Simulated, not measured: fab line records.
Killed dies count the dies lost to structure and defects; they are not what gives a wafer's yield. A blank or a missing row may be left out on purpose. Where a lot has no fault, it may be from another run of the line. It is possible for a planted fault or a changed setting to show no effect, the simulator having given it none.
Which tool did it? || flow nand-harc || 33 wafers from 11 lots sampled at 6 of the route's 1159 steps

## WHAT THE GAUGES READ, wafer by wafer
NHARC_P_GATE_INSPECT_68. Usual: raw-defect-count reads 222 (standard deviation 77).
{"lot": "L526", "measured": "day 5 12:39", "on": "defect-inspect-02", "raw-defect-count": "237 217 197", "flag": ""}
{"lot": "L528", "measured": "day 6 01:07", "on": "defect-inspect-02", "raw-defect-count": "159 159 154", "flag": ""}
{"lot": "L529", "measured": "day 6 07:43", "on": "defect-inspect-02", "raw-defect-count": "152 259 195", "flag": ""}
{"lot": "L530", "measured": "day 6 09:03", "on": "defect-inspect-02", "raw-defect-count": "183 229 250", "flag": ""}
{"lot": "L532", "measured": "day 6 18:04", "on": "defect-inspect-02", "raw-defect-count": "270 208 274", "flag": ""}
{"lot": "L533", "measured": "day 7 02:53", "on": "defect-inspect-02", "raw-defect-count": "238 186 247", "flag": ""}
{"lot": "L540", "measured": "day 8 17:32", "on": "defect-inspect-02", "raw-defect-count": "206 177 168", "flag": ""}
{"lot": "L541", "measured": "day 9 13:20", "on": "defect-inspect-01", "raw-defect-count": "199 270 287", "flag": ""}
{"lot": "L543", "measured": "day 9 19:09", "on": "defect-inspect-02", "raw-defect-count": "257 254 315", "flag": ""}
{"lot": "L545", "measured": "day 10 06:18", "on": "defect-inspect-02", "raw-defect-count": "184 1520 186", "flag": "OFF"}
{"lot": "L549", "measured": "day 11 09:29", "on": "defect-inspect-01", "raw-defect-count": "274 250 326", "flag": ""}

NHARC_END_SORT_01. Usual: killed-at-array 21, standard deviation 8.9; killed-at-other 0.8, standard deviation 1.3; killed-at-periphery 3.6, standard deviation 2.4; killed-dies 26, standard deviation 8.9; killed-open 3.1, standard deviation 1.8; killed-short 1.9, standard deviation 1.3.
{"lot": "L545", "measured": "day 24 07:35", "on": "prober-02", "killed-at-array": "19 19 24", "killed-at-other": "0 1 0", "killed-at-periphery": "3 52 1", "killed-dies": "22 72 25", "killed-open": "4 4 5", "killed-short": "1 1 1", "flag": "OFF"}

## WHICH TOOL RAN EACH LOT (tool, then ch and the chambers of the sampled wafers, then the start)
{"lot": "L526", "NHARC_P_GATE_STRIP_108": "rie-diel-07 ch 1,3, day 4 16:34", "NHARC_P_GATE_STRIP_113": "plasma-asher-02 ch 0, day 5 09:56", "NHARC_P_GATE_RTA_64": "rtp-anneal-01 ch 0, day 5 11:16", "NHARC_P_GATE_RTA_80": "rtp-anneal-01 ch 0, day 5 12:01"}
{"lot": "L528", "NHARC_P_GATE_STRIP_108": "rie-diel-07 ch 0,1,3, day 5 05:08", "NHARC_P_GATE_STRIP_113": "plasma-asher-01 ch 0,1, day 5 22:35", "NHARC_P_GATE_RTA_64": "rtp-anneal-02 ch 0, day 5 23:53", "NHARC_P_GATE_RTA_80": "rtp-anneal-01 ch 0, day 6 00:29"}
{"lot": "L529", "NHARC_P_GATE_STRIP_108": "rie-diel-03 ch 1,2,3, day 5 10:33", "NHARC_P_GATE_STRIP_113": "plasma-asher-02 ch 0, day 6 05:04", "NHARC_P_GATE_RTA_64": "rtp-anneal-02 ch 0, day 6 06:16", "NHARC_P_GATE_RTA_80": "rtp-anneal-02 ch 0, day 6 06:52"}
{"lot": "L530", "NHARC_P_GATE_STRIP_108": "rie-diel-03 ch 0,1, day 5 15:32", "NHARC_P_GATE_STRIP_113": "plasma-asher-02 ch 0,1, day 6 06:29", "NHARC_P_GATE_RTA_64": "rtp-anneal-01 ch 0, day 6 07:49", "NHARC_P_GATE_RTA_80": "rtp-anneal-02 ch 0, day 6 08:25"}
{"lot": "L532", "NHARC_P_GATE_STRIP_108": "rie-diel-03 ch 0,1,3, day 6 00:13", "NHARC_P_GATE_STRIP_113": "plasma-asher-01 ch 0,1, day 6 15:29", "NHARC_P_GATE_RTA_64": "rtp-anneal-01 ch 0, day 6 16:48", "NHARC_P_GATE_RTA_80": "rtp-anneal-01 ch 0, day 6 17:26"}
{"lot": "L533", "NHARC_P_GATE_STRIP_108": "rie-diel-07 ch 0,2,3, day 6 09:02", "NHARC_P_GATE_STRIP_113": "plasma-asher-02 ch 0,1, day 7 00:19", "NHARC_P_GATE_RTA_64": "rtp-anneal-01 ch 0, day 7 01:39", "NHARC_P_GATE_RTA_80": "rtp-anneal-02 ch 0, day 7 02:16"}
{"lot": "L540", "NHARC_P_GATE_STRIP_108": "rie-diel-07 ch 0,1,3, day 7 23:44", "NHARC_P_GATE_STRIP_113": "plasma-asher-02 ch 0,1, day 8 15:06", "NHARC_P_GATE_RTA_64": "rtp-anneal-01 ch 0, day 8 16:17", "NHARC_P_GATE_RTA_80": "rtp-anneal-02 ch 0, day 8 16:54"}
{"lot": "L541", "NHARC_P_GATE_STRIP_108": "rie-diel-07 ch 1,2,3, day 8 19:22", "NHARC_P_GATE_STRIP_113": "plasma-asher-02 ch 0,1, day 9 10:41", "NHARC_P_GATE_RTA_64": "rtp-anneal-01 ch 0, day 9 11:57", "NHARC_P_GATE_RTA_80": "rtp-anneal-02 ch 0, day 9 12:34"}
{"lot": "L543", "NHARC_P_GATE_STRIP_108": "rie-diel-07 ch 1,3, day 9 00:23", "NHARC_P_GATE_STRIP_113": "plasma-asher-02 ch 0,1, day 9 16:37", "NHARC_P_GATE_RTA_64": "rtp-anneal-01 ch 0, day 9 17:55", "NHARC_P_GATE_RTA_80": "rtp-anneal-01 ch 0, day 9 18:31"}
{"lot": "L545", "NHARC_P_GATE_STRIP_108": "rie-diel-07 ch 1,2,3, day 9 12:04", "NHARC_P_GATE_STRIP_113": "plasma-asher-02 ch 0,1, day 10 03:53", "NHARC_P_GATE_RTA_64": "rtp-anneal-02 ch 0, day 10 05:04", "NHARC_P_GATE_RTA_80": "rtp-anneal-01 ch 0, day 10 05:41"}
{"lot": "L549", "NHARC_P_GATE_STRIP_108": "rie-diel-03 ch 2,3, day 10 15:44", "NHARC_P_GATE_STRIP_113": "plasma-asher-02 ch 0,1, day 11 06:56", "NHARC_P_GATE_RTA_64": "rtp-anneal-02 ch 0, day 11 08:14", "NHARC_P_GATE_RTA_80": "rtp-anneal-02 ch 0, day 11 08:51"}
- NHARC_P_GATE_STRIP_108: strips in O2.
- NHARC_P_GATE_STRIP_113: strips in N2/H2, time 740 s.
- NHARC_P_GATE_RTA_64: time 1 s.
- NHARC_P_GATE_RTA_80: time 30 s.

## WHAT THE TOOLS THEMSELVES READ (means of the sampled wafers that have a number; where no wafer has one, the mark that the record gives instead)
NHARC_P_GATE_STRIP_108. Usual: drypump-motor-current-A 5.5 A, standard deviation 0.31; oes-product-au 0.997 a.u., standard deviation 0.01; rf-vpp-V 58.1 V, standard deviation 0.89; showerhead-plenum-p-Torr 3.63 Torr, standard deviation 0.13; throttle-valve-pct 17.037 %, standard deviation 0.0093.
{"lot": "L526", "tool": "rie-diel-07", "drypump-motor-current-A (A)": 5.6, "oes-product-au (a.u.)": 0.999, "rf-vpp-V (V)": 58.0, "showerhead-plenum-p-Torr (Torr)": 3.76, "throttle-valve-pct (%)": 17.043, "flag": ""}
{"lot": "L528", "tool": "rie-diel-07", "drypump-motor-current-A (A)": 5.4, "oes-product-au (a.u.)": 1.000, "rf-vpp-V (V)": 59.2, "showerhead-plenum-p-Torr (Torr)": 3.71, "throttle-valve-pct (%)": 17.028, "flag": ""}
{"lot": "L529", "tool": "rie-diel-03", "drypump-motor-current-A (A)": 5.5, "oes-product-au (a.u.)": 0.994, "rf-vpp-V (V)": 57.6, "showerhead-plenum-p-Torr (Torr)": 3.54, "throttle-valve-pct (%)": 17.040, "flag": ""}
{"lot": "L530", "tool": "rie-diel-03", "drypump-motor-current-A (A)": 5.8, "oes-product-au (a.u.)": 0.995, "rf-vpp-V (V)": 57.8, "showerhead-plenum-p-Torr (Torr)": 3.55, "throttle-valve-pct (%)": 17.037, "flag": ""}
{"lot": "L532", "tool": "rie-diel-03", "drypump-motor-current-A (A)": 5.8, "oes-product-au (a.u.)": 0.992, "rf-vpp-V (V)": 57.4, "showerhead-plenum-p-Torr (Torr)": 3.48, "throttle-valve-pct (%)": 17.045, "flag": ""}
{"lot": "L533", "tool": "rie-diel-07", "drypump-motor-current-A (A)": 5.4, "oes-product-au (a.u.)": 0.992, "rf-vpp-V (V)": 58.8, "showerhead-plenum-p-Torr (Torr)": 3.67, "throttle-valve-pct (%)": 17.038, "flag": ""}
{"lot": "L540", "tool": "rie-diel-07", "drypump-motor-current-A (A)": 5.4, "oes-product-au (a.u.)": 1.003, "rf-vpp-V (V)": 58.2, "showerhead-plenum-p-Torr (Torr)": 3.70, "throttle-valve-pct (%)": 17.045, "flag": ""}
{"lot": "L541", "tool": "rie-diel-07", "drypump-motor-current-A (A)": 5.5, "oes-product-au (a.u.)": 0.993, "rf-vpp-V (V)": 58.1, "showerhead-plenum-p-Torr (Torr)": 3.70, "throttle-valve-pct (%)": 17.044, "flag": ""}
{"lot": "L543", "tool": "rie-diel-07", "drypump-motor-current-A (A)": 5.5, "oes-product-au (a.u.)": 0.996, "rf-vpp-V (V)": 57.6, "showerhead-plenum-p-Torr (Torr)": 3.74, "throttle-valve-pct (%)": 17.035, "flag": ""}
{"lot": "L545", "tool": "rie-diel-07", "drypump-motor-current-A (A)": 5.5, "oes-product-au (a.u.)": 1.000, "rf-vpp-V (V)": 58.5, "showerhead-plenum-p-Torr (Torr)": 3.70, "throttle-valve-pct (%)": 17.037, "flag": ""}
{"lot": "L549", "tool": "rie-diel-03", "drypump-motor-current-A (A)": 5.0, "oes-product-au (a.u.)": 0.986, "rf-vpp-V (V)": 57.8, "showerhead-plenum-p-Torr (Torr)": 3.71, "throttle-valve-pct (%)": 17.050, "flag": ""}

NHARC_P_GATE_STRIP_113. Usual: drypump-motor-current-A 5.7 A, standard deviation 0.32; heater-power-w 94 W, standard deviation 11.
{"lot": "L526", "tool": "plasma-asher-02", "drypump-motor-current-A (A)": 6.0, "heater-power-w (W)": 113, "flag": ""}
{"lot": "L528", "tool": "plasma-asher-01", "drypump-motor-current-A (A)": 5.8, "heater-power-w (W)": 86, "flag": ""}
{"lot": "L529", "tool": "plasma-asher-02", "drypump-motor-current-A (A)": 6.0, "heater-power-w (W)": 114, "flag": ""}
{"lot": "L530", "tool": "plasma-asher-02", "drypump-motor-current-A (A)": 5.8, "heater-power-w (W)": 103, "flag": ""}
{"lot": "L532", "tool": "plasma-asher-01", "drypump-motor-current-A (A)": 5.6, "heater-power-w (W)": 87, "flag": ""}
{"lot": "L533", "tool": "plasma-asher-02", "drypump-motor-current-A (A)": 5.5, "heater-power-w (W)": 96, "flag": ""}
{"lot": "L540", "tool": "plasma-asher-02", "drypump-motor-current-A (A)": 5.5, "heater-power-w (W)": 97, "flag": ""}
{"lot": "L541", "tool": "plasma-asher-02", "drypump-motor-current-A (A)": 5.5, "heater-power-w (W)": 96, "flag": ""}
{"lot": "L543", "tool": "plasma-asher-02", "drypump-motor-current-A (A)": 5.5, "heater-power-w (W)": 95, "flag": ""}
{"lot": "L545", "tool": "plasma-asher-02", "drypump-motor-current-A (A)": 5.5, "heater-power-w (W)": 94, "flag": ""}
{"lot": "L549", "tool": "plasma-asher-02", "drypump-motor-current-A (A)": 5.8, "heater-power-w (W)": 101, "flag": ""}

NHARC_P_GATE_RTA_64. Usual: lamp-power-pct 32.7 %, standard deviation 0.98; lamp_zone_3_pct 32.6 %, standard deviation 0.98; lamp_zone_4_pct 32.6 %, standard deviation 0.98; lamp_zone_5_pct 32.6 %, standard deviation 0.98; lamp_zone_6_pct 32.6 %, standard deviation 0.98; wafer_temp_C_max 1054.6, standard deviation 1.
{"lot": "L526", "tool": "rtp-anneal-01", "lamp-power-pct (%)": 31.7, "lamp_zone_3_pct (%)": 31.7, "lamp_zone_4_pct (%)": 31.7, "lamp_zone_5_pct (%)": 31.7, "lamp_zone_6_pct (%)": 31.6, "wafer_temp_C_max": 1055.9, "flag": ""}
{"lot": "L528", "tool": "rtp-anneal-02", "lamp-power-pct (%)": 33.7, "lamp_zone_3_pct (%)": 33.7, "lamp_zone_4_pct (%)": 33.6, "lamp_zone_5_pct (%)": 33.6, "lamp_zone_6_pct (%)": 33.6, "wafer_temp_C_max": 1053.2, "flag": ""}
{"lot": "L529", "tool": "rtp-anneal-02", "lamp-power-pct (%)": 33.6, "lamp_zone_3_pct (%)": 33.6, "lamp_zone_4_pct (%)": 33.6, "lamp_zone_5_pct (%)": 33.6, "lamp_zone_6_pct (%)": 33.5, "wafer_temp_C_max": 1054.3, "flag": ""}
{"lot": "L530", "tool": "rtp-anneal-01", "lamp-power-pct (%)": 31.6, "lamp_zone_3_pct (%)": 31.6, "lamp_zone_4_pct (%)": 31.7, "lamp_zone_5_pct (%)": 31.7, "lamp_zone_6_pct (%)": 31.6, "wafer_temp_C_max": 1055.0, "flag": ""}
{"lot": "L532", "tool": "rtp-anneal-01", "lamp-power-pct (%)": 31.7, "lamp_zone_3_pct (%)": 31.7, "lamp_zone_4_pct (%)": 31.7, "lamp_zone_5_pct (%)": 31.7, "lamp_zone_6_pct (%)": 31.6, "wafer_temp_C_max": 1055.5, "flag": ""}
{"lot": "L533", "tool": "rtp-anneal-01", "lamp-power-pct (%)": 31.7, "lamp_zone_3_pct (%)": 31.7, "lamp_zone_4_pct (%)": 31.7, "lamp_zone_5_pct (%)": 31.7, "lamp_zone_6_pct (%)": 31.6, "wafer_temp_C_max": 1054.9, "flag": ""}
{"lot": "L540", "tool": "rtp-anneal-01", "lamp-power-pct (%)": 31.7, "lamp_zone_3_pct (%)": 31.7, "lamp_zone_4_pct (%)": 31.7, "lamp_zone_5_pct (%)": 31.7, "lamp_zone_6_pct (%)": 31.6, "wafer_temp_C_max": 1055.1, "flag": ""}
{"lot": "L541", "tool": "rtp-anneal-01", "lamp-power-pct (%)": 31.7, "lamp_zone_3_pct (%)": 31.7, "lamp_zone_4_pct (%)": 31.7, "lamp_zone_5_pct (%)": 31.6, "lamp_zone_6_pct (%)": 31.6, "wafer_temp_C_max": 1055.1, "flag": ""}
{"lot": "L543", "tool": "rtp-anneal-01", "lamp-power-pct (%)": 31.7, "lamp_zone_3_pct (%)": 31.7, "lamp_zone_4_pct (%)": 31.6, "lamp_zone_5_pct (%)": 31.7, "lamp_zone_6_pct (%)": 31.6, "wafer_temp_C_max": 1054.7, "flag": ""}
{"lot": "L545", "tool": "rtp-anneal-02", "lamp-power-pct (%)": 33.6, "lamp_zone_3_pct (%)": 33.7, "lamp_zone_4_pct (%)": 33.6, "lamp_zone_5_pct (%)": 33.6, "lamp_zone_6_pct (%)": 33.6, "wafer_temp_C_max": 1053.6, "flag": ""}
{"lot": "L549", "tool": "rtp-anneal-02", "lamp-power-pct (%)": 33.6, "lamp_zone_3_pct (%)": 33.6, "lamp_zone_4_pct (%)": 33.7, "lamp_zone_5_pct (%)": 33.6, "lamp_zone_6_pct (%)": 33.6, "wafer_temp_C_max": 1054.3, "flag": ""}

NHARC_P_GATE_RTA_80. Usual: lamp-power-pct 1.95 %, standard deviation 0.059; lamp_zone_3_pct 1.95 %, standard deviation 0.059; lamp_zone_4_pct 1.95 %, standard deviation 0.059; lamp_zone_5_pct 1.95 %, standard deviation 0.059; wafer_temp_C_max 301.2, standard deviation 0.3.
{"lot": "L526", "tool": "rtp-anneal-01", "lamp-power-pct (%)": 1.89, "lamp_zone_3_pct (%)": 1.89, "lamp_zone_4_pct (%)": 1.89, "lamp_zone_5_pct (%)": 1.89, "wafer_temp_C_max": 301.4, "flag": ""}
{"lot": "L528", "tool": "rtp-anneal-01", "lamp-power-pct (%)": 1.89, "lamp_zone_3_pct (%)": 1.89, "lamp_zone_4_pct (%)": 1.89, "lamp_zone_5_pct (%)": 1.88, "wafer_temp_C_max": 301.3, "flag": ""}
{"lot": "L529", "tool": "rtp-anneal-02", "lamp-power-pct (%)": 2.00, "lamp_zone_3_pct (%)": 2.00, "lamp_zone_4_pct (%)": 2.00, "lamp_zone_5_pct (%)": 2.00, "wafer_temp_C_max": 301.1, "flag": ""}
{"lot": "L530", "tool": "rtp-anneal-02", "lamp-power-pct (%)": 2.00, "lamp_zone_3_pct (%)": 2.00, "lamp_zone_4_pct (%)": 2.00, "lamp_zone_5_pct (%)": 2.00, "wafer_temp_C_max": 301.0, "flag": ""}
{"lot": "L532", "tool": "rtp-anneal-01", "lamp-power-pct (%)": 1.89, "lamp_zone_3_pct (%)": 1.89, "lamp_zone_4_pct (%)": 1.89, "lamp_zone_5_pct (%)": 1.89, "wafer_temp_C_max": 301.4, "flag": ""}
{"lot": "L533", "tool": "rtp-anneal-02", "lamp-power-pct (%)": 2.00, "lamp_zone_3_pct (%)": 2.00, "lamp_zone_4_pct (%)": 2.00, "lamp_zone_5_pct (%)": 2.00, "wafer_temp_C_max": 300.9, "flag": ""}
{"lot": "L540", "tool": "rtp-anneal-02", "lamp-power-pct (%)": 2.01, "lamp_zone_3_pct (%)": 2.01, "lamp_zone_4_pct (%)": 2.01, "lamp_zone_5_pct (%)": 2.01, "wafer_temp_C_max": 301.0, "flag": ""}
{"lot": "L541", "tool": "rtp-anneal-02", "lamp-power-pct (%)": 2.01, "lamp_zone_3_pct (%)": 2.01, "lamp_zone_4_pct (%)": 2.00, "lamp_zone_5_pct (%)": 2.01, "wafer_temp_C_max": 301.4, "flag": ""}
{"lot": "L543", "tool": "rtp-anneal-01", "lamp-power-pct (%)": 1.88, "lamp_zone_3_pct (%)": 1.89, "lamp_zone_4_pct (%)": 1.89, "lamp_zone_5_pct (%)": 1.89, "wafer_temp_C_max": 301.4, "flag": ""}
{"lot": "L545", "tool": "rtp-anneal-01", "lamp-power-pct (%)": 1.89, "lamp_zone_3_pct (%)": 1.88, "lamp_zone_4_pct (%)": 1.89, "lamp_zone_5_pct (%)": 1.88, "wafer_temp_C_max": 301.6, "flag": ""}
{"lot": "L549", "tool": "rtp-anneal-02", "lamp-power-pct (%)": 2.00, "lamp_zone_3_pct (%)": 2.00, "lamp_zone_4_pct (%)": 2.00, "lamp_zone_5_pct (%)": 2.00, "wafer_temp_C_max": 301.4, "flag": ""}

## THE ANSWER, worked out from the rows above alone
Rule: take the mean of a lot's wafers that have a number; if it is more than 3 standard deviations from the usual mean, the lot is off. Also off: a lot with no number at a reading for which 4 or more lots have one. All remaining lots with rows at the step are treated as sound. Order of review: gauges by route order, followed by the tools' own readings, for which a lot's mean as printed above is used. At the first step where some lot is off, the reading lying furthest off is the one used; lots without a number count as furthest.
Off: L545 (NHARC_P_GATE_INSPECT_68, raw-defect-count).
A tool fits if, at a process step before that reading, it ran every lot that is off, and no sound lot after the first of them. The gauges at NHARC_P_GATE_INSPECT_68 aren't tried: what is off there is off at NHARC_END_SORT_01 too, on other tools, and a gauge's error can't cause that. Can't be told from this: 2 tools fit, rie-diel-07 at NHARC_P_GATE_STRIP_108, rtp-anneal-01 at NHARC_P_GATE_RTA_80.

## WHAT WAS PUT IN BY THE SIMULATOR
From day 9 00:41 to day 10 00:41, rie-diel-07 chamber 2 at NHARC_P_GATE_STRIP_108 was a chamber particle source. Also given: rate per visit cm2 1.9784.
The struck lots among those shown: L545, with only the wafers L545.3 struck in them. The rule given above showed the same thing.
